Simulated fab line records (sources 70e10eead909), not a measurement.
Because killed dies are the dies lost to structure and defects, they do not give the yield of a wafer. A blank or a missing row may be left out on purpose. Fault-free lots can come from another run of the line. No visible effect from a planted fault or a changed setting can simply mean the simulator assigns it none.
The tool behind it: which one? || flow nand-harc || 13 lots with 39 wafers sampled at 5 steps, on a route of 1302 steps

## WHAT THE GAUGES SHOWED, per wafer
NHARC_A_ZERO_WELL_CD_MEAS_10: target cd 2000 nm.
{"lot": "L108", "measured": "day 6 22:23", "on": "cd-sem-02", "cd-nm (nm)": "1996.2 1997.2 1997.6"}
{"lot": "L110", "measured": "day 7 09:59", "on": "cd-sem-01", "cd-nm (nm)": "2001.0 2000.9 1998.9"}
{"lot": "L109", "measured": "day 7 10:38", "on": "cd-sem-03", "cd-nm (nm)": "1999.6 2001.4 2002.1"}
{"lot": "L111", "measured": "day 8 00:31", "on": "cd-sem-02", "cd-nm (nm)": "1999.9 2005.5 2003.4"}
{"lot": "L112", "measured": "day 8 14:49", "on": "cd-sem-01", "cd-nm (nm)": "1996.6 2000.5 2000.7"}
{"lot": "L113", "measured": "day 8 19:44", "on": "cd-sem-02", "cd-nm (nm)": "2001.1 2002.0 2000.5"}
{"lot": "L114", "measured": "day 9 12:35", "on": "cd-sem-01", "cd-nm (nm)": "2002.4 2000.0 1999.9"}
{"lot": "L116", "measured": "day 10 08:58", "on": "cd-sem-01", "cd-nm (nm)": "1998.5 1997.5 2002.0"}
{"lot": "L119", "measured": "day 11 05:46", "on": "cd-sem-01", "cd-nm (nm)": "1998.4 2001.0 1999.9"}
{"lot": "L125", "measured": "day 14 02:28", "on": "cd-sem-03", "cd-nm (nm)": "2001.4 1996.8 2000.4"}
{"lot": "L126", "measured": "day 14 07:25", "on": "cd-sem-01", "cd-nm (nm)": "2003.7 1999.8 1999.8"}
{"lot": "L128", "measured": "day 15 06:06", "on": "cd-sem-01", "cd-nm (nm)": "2001.6 2001.4 2001.4"}
{"lot": "L129", "measured": "day 15 16:21", "on": "cd-sem-03", "cd-nm (nm)": "1999.5 2003.1 2003.0"}

NHARC_A_ONON_D1_THK_MEAS_05: measures by ellipsometry.
{"lot": "L108", "measured": "day 7 20:34", "on": "film-metro-02", "thk-nm (nm)": "1005 1003 1004"}
{"lot": "L110", "measured": "day 8 09:44", "on": "film-metro-01", "thk-nm (nm)": "998 996 997"}
{"lot": "L109", "measured": "day 8 09:45", "on": "film-metro-02", "thk-nm (nm)": "1007 1005 1004"}
{"lot": "L111", "measured": "day 9 02:27", "on": "film-metro-02", "thk-nm (nm)": "996 994 995"}
{"lot": "L112", "measured": "day 9 14:54", "on": "film-metro-01", "thk-nm (nm)": "1010 1009 1008"}
{"lot": "L113", "measured": "day 9 18:42", "on": "film-metro-02", "thk-nm (nm)": "988 989 987"}
{"lot": "L114", "measured": "day 10 12:22", "on": "film-metro-02", "thk-nm (nm)": "1007 1010 1008"}
{"lot": "L116", "measured": "day 11 07:16", "on": "film-metro-01", "thk-nm (nm)": "675 676 673"}
{"lot": "L119", "measured": "day 12 08:13", "on": "film-metro-01", "thk-nm (nm)": "674 673 674"}
{"lot": "L125", "measured": "day 15 00:58", "on": "film-metro-01", "thk-nm (nm)": "997 997 996"}
{"lot": "L126", "measured": "day 15 06:44", "on": "film-metro-02", "thk-nm (nm)": "1009 1008 1007"}
{"lot": "L128", "measured": "day 16 10:29", "on": "film-metro-02", "thk-nm (nm)": "1005 1007 1008"}
{"lot": "L129", "measured": "day 16 15:25", "on": "film-metro-01", "thk-nm (nm)": "1008 1006 1006"}

NHARC_END_SORT_01.
{"lot": "L116", "measured": "day 28 01:38", "on": "prober-01", "killed-at-array": "674 670 672", "killed-at-other": "2 4 1", "killed-at-periphery": "1 3 4", "killed-dies": "677 677 677", "killed-open": "2 4 6", "killed-short": "1 2 1"}
{"lot": "L119", "measured": "day 28 16:09", "on": "prober-01", "killed-at-array": "667 671 673", "killed-at-other": "1 2 2", "killed-at-periphery": "9 4 2", "killed-dies": "677 677 677", "killed-open": "4 1 6", "killed-short": "8 3 3"}

## EACH LOT AND THE TOOL THAT RAN IT (in order: tool; ch and the chambers of the sampled wafers; start)
{"lot": "L108", "NHARC_P_BONDPAD_ACTIVATE_29": "rie-diel-08 ch 0,1,3, day 6 21:09", "NHARC_A_ONON_D1_DEP_03": "pecvd-onon-04 ch 0, day 7 20:06"}
{"lot": "L110", "NHARC_P_BONDPAD_ACTIVATE_29": "rie-diel-09 ch 2,3, day 7 08:53", "NHARC_A_ONON_D1_DEP_03": "pecvd-onon-02 ch 0, day 8 09:17"}
{"lot": "L109", "NHARC_P_BONDPAD_ACTIVATE_29": "rie-diel-03 ch 0,2, day 7 09:31", "NHARC_A_ONON_D1_DEP_03": "pecvd-onon-04 ch 0, day 8 09:17"}
{"lot": "L111", "NHARC_P_BONDPAD_ACTIVATE_29": "rie-diel-03 ch 0,2,3, day 7 23:23", "NHARC_A_ONON_D1_DEP_03": "pecvd-onon-04 ch 0, day 9 01:57"}
{"lot": "L112", "NHARC_P_BONDPAD_ACTIVATE_29": "rie-diel-03 ch 0,1, day 8 13:35", "NHARC_A_ONON_D1_DEP_03": "pecvd-onon-04 ch 0, day 9 14:23"}
{"lot": "L113", "NHARC_P_BONDPAD_ACTIVATE_29": "rie-diel-08 ch 0,2, day 8 18:28", "NHARC_A_ONON_D1_DEP_03": "pecvd-onon-04 ch 0, day 9 18:15"}
{"lot": "L114", "NHARC_P_BONDPAD_ACTIVATE_29": "rie-diel-09 ch 1,2,3, day 9 11:19", "NHARC_A_ONON_D1_DEP_03": "pecvd-onon-04 ch 0, day 10 11:52"}
{"lot": "L116", "NHARC_P_BONDPAD_ACTIVATE_29": "rie-diel-09 ch 0,2, day 10 07:43", "NHARC_A_ONON_D1_DEP_03": "pecvd-onon-04 ch 0, day 11 06:49"}
{"lot": "L119", "NHARC_P_BONDPAD_ACTIVATE_29": "rie-diel-09 ch 1,2, day 11 04:37", "NHARC_A_ONON_D1_DEP_03": "pecvd-onon-04 ch 0, day 12 07:41"}
{"lot": "L125", "NHARC_P_BONDPAD_ACTIVATE_29": "rie-diel-03 ch 0,1,2, day 14 01:22", "NHARC_A_ONON_D1_DEP_03": "pecvd-onon-02 ch 0, day 15 00:30"}
{"lot": "L126", "NHARC_P_BONDPAD_ACTIVATE_29": "rie-diel-09 ch 0,1,3, day 14 06:10", "NHARC_A_ONON_D1_DEP_03": "pecvd-onon-02 ch 0, day 15 06:14"}
{"lot": "L128", "NHARC_P_BONDPAD_ACTIVATE_29": "rie-diel-09 ch 0,2,3, day 15 04:59", "NHARC_A_ONON_D1_DEP_03": "pecvd-onon-01 ch 0, day 16 10:04"}
{"lot": "L129", "NHARC_P_BONDPAD_ACTIVATE_29": "rie-diel-09 ch 0,2,3, day 15 15:03", "NHARC_A_ONON_D1_DEP_03": "pecvd-onon-01 ch 0, day 16 14:54"}
- NHARC_P_BONDPAD_ACTIVATE_29: chemistry N2, time 60 s.
- NHARC_A_ONON_D1_DEP_03: target thk 1000 nm.

## WHAT THE TOOLS THEMSELVES READ (means of the sampled wafers that have a number; where no wafer has one, the mark that the record gives instead)
NHARC_P_BONDPAD_ACTIVATE_29.
{"lot": "L108", "tool": "rie-diel-08", "drypump-motor-current-A (A)": 5.9, "oes-product-au (a.u.)": 1.015, "rf-vpp-V (V)": 63.7, "showerhead-plenum-p-Torr (Torr)": 1.80}
{"lot": "L110", "tool": "rie-diel-09", "drypump-motor-current-A (A)": 5.9, "oes-product-au (a.u.)": 0.990, "rf-vpp-V (V)": 63.9, "showerhead-plenum-p-Torr (Torr)": 1.78}
{"lot": "L109", "tool": "rie-diel-03", "drypump-motor-current-A (A)": 6.3, "oes-product-au (a.u.)": 1.005, "rf-vpp-V (V)": 63.2, "showerhead-plenum-p-Torr (Torr)": 1.74}
{"lot": "L111", "tool": "rie-diel-03", "drypump-motor-current-A (A)": 6.3, "oes-product-au (a.u.)": 1.002, "rf-vpp-V (V)": 64.0, "showerhead-plenum-p-Torr (Torr)": 1.73}
{"lot": "L112", "tool": "rie-diel-03", "drypump-motor-current-A (A)": 5.9, "oes-product-au (a.u.)": 1.000, "rf-vpp-V (V)": 63.8, "showerhead-plenum-p-Torr (Torr)": 1.82}
{"lot": "L113", "tool": "rie-diel-08", "drypump-motor-current-A (A)": 5.9, "oes-product-au (a.u.)": 1.013, "rf-vpp-V (V)": 64.4, "showerhead-plenum-p-Torr (Torr)": 1.74}
{"lot": "L114", "tool": "rie-diel-09", "drypump-motor-current-A (A)": 5.6, "oes-product-au (a.u.)": 0.997, "rf-vpp-V (V)": 63.9, "showerhead-plenum-p-Torr (Torr)": 1.76}
{"lot": "L116", "tool": "rie-diel-09", "drypump-motor-current-A (A)": 5.4, "oes-product-au (a.u.)": 0.997, "rf-vpp-V (V)": 62.6, "showerhead-plenum-p-Torr (Torr)": 1.70}
{"lot": "L119", "tool": "rie-diel-09", "drypump-motor-current-A (A)": 5.8, "oes-product-au (a.u.)": 1.002, "rf-vpp-V (V)": 64.5, "showerhead-plenum-p-Torr (Torr)": 1.77}
{"lot": "L125", "tool": "rie-diel-03", "drypump-motor-current-A (A)": 6.1, "oes-product-au (a.u.)": 1.014, "rf-vpp-V (V)": 64.2, "showerhead-plenum-p-Torr (Torr)": 1.78}
{"lot": "L126", "tool": "rie-diel-09", "drypump-motor-current-A (A)": 5.2, "oes-product-au (a.u.)": 0.992, "rf-vpp-V (V)": 63.1, "showerhead-plenum-p-Torr (Torr)": 1.71}
{"lot": "L128", "tool": "rie-diel-09", "drypump-motor-current-A (A)": 5.5, "oes-product-au (a.u.)": 0.989, "rf-vpp-V (V)": 62.9, "showerhead-plenum-p-Torr (Torr)": 1.73}
{"lot": "L129", "tool": "rie-diel-09", "drypump-motor-current-A (A)": 5.5, "oes-product-au (a.u.)": 0.991, "rf-vpp-V (V)": 63.8, "showerhead-plenum-p-Torr (Torr)": 1.73}

NHARC_A_ONON_D1_DEP_03.
{"lot": "L108", "tool": "pecvd-onon-04", "nh3-flow-sccm (sccm)": 499.8}
{"lot": "L110", "tool": "pecvd-onon-02", "nh3-flow-sccm (sccm)": 500.8}
{"lot": "L109", "tool": "pecvd-onon-04", "nh3-flow-sccm (sccm)": 500.8}
{"lot": "L111", "tool": "pecvd-onon-04", "nh3-flow-sccm (sccm)": 499.2}
{"lot": "L112", "tool": "pecvd-onon-04", "nh3-flow-sccm (sccm)": 498.7}
{"lot": "L113", "tool": "pecvd-onon-04", "nh3-flow-sccm (sccm)": 499.0}
{"lot": "L114", "tool": "pecvd-onon-04", "nh3-flow-sccm (sccm)": 499.9}
{"lot": "L116", "tool": "pecvd-onon-04", "nh3-flow-sccm (sccm)": 501.4}
{"lot": "L119", "tool": "pecvd-onon-04", "nh3-flow-sccm (sccm)": 501.1}
{"lot": "L125", "tool": "pecvd-onon-02", "nh3-flow-sccm (sccm)": 500.4}
{"lot": "L126", "tool": "pecvd-onon-02", "nh3-flow-sccm (sccm)": 499.5}
{"lot": "L128", "tool": "pecvd-onon-01", "nh3-flow-sccm (sccm)": 498.7}
{"lot": "L129", "tool": "pecvd-onon-01", "nh3-flow-sccm (sccm)": 499.4}

## THE ANSWER, worked out from the rows above alone
Rule: what is usual is taken from the lots themselves. Put in order of their means at a reading, lots are off if they are a third of the lots or fewer, leave a main group of 4 or more, and stand apart from it by a gap of 3 or more times the standard deviation of the main group's means; of several such gaps the widest counts. A main group whose means are all the same, to the digits that the tables above print for the reading, isn't used. Also off: a lot with no number at a reading for which 4 or more lots have one. Where the step has rows for the other lots, those lots are counted as sound. After the gauges, taken in route order, come the tools' own readings; for these a lot's mean is taken, as printed above. At the first step where some lot is off, the reading lying furthest off is the one used; lots without a number count as furthest.
Off: L116, L119 (NHARC_A_ONON_D1_THK_MEAS_05, thk-nm). The main group: mean 1002 nm, standard deviation 6.6.
A tool fits if, at a process step before that reading, it ran every lot that is off, and no sound lot after the first of them. Gauges at NHARC_A_ONON_D1_THK_MEAS_05: tried the same way as those tools. One candidate fits, namely pecvd-onon-04 at NHARC_A_ONON_D1_DEP_03. Its last sound lot is L114 (day 10 11:52), its first lot that is off L116 (day 11 06:49): a fault that began between those two fits.

## WHAT HAD BEEN PUT IN BY THE SIMULATOR
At NHARC_A_ONON_D1_DEP_03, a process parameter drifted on pecvd-onon-04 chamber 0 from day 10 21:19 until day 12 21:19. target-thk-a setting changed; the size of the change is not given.
Shown lots that were struck: L116, L119. The rule above found the same.
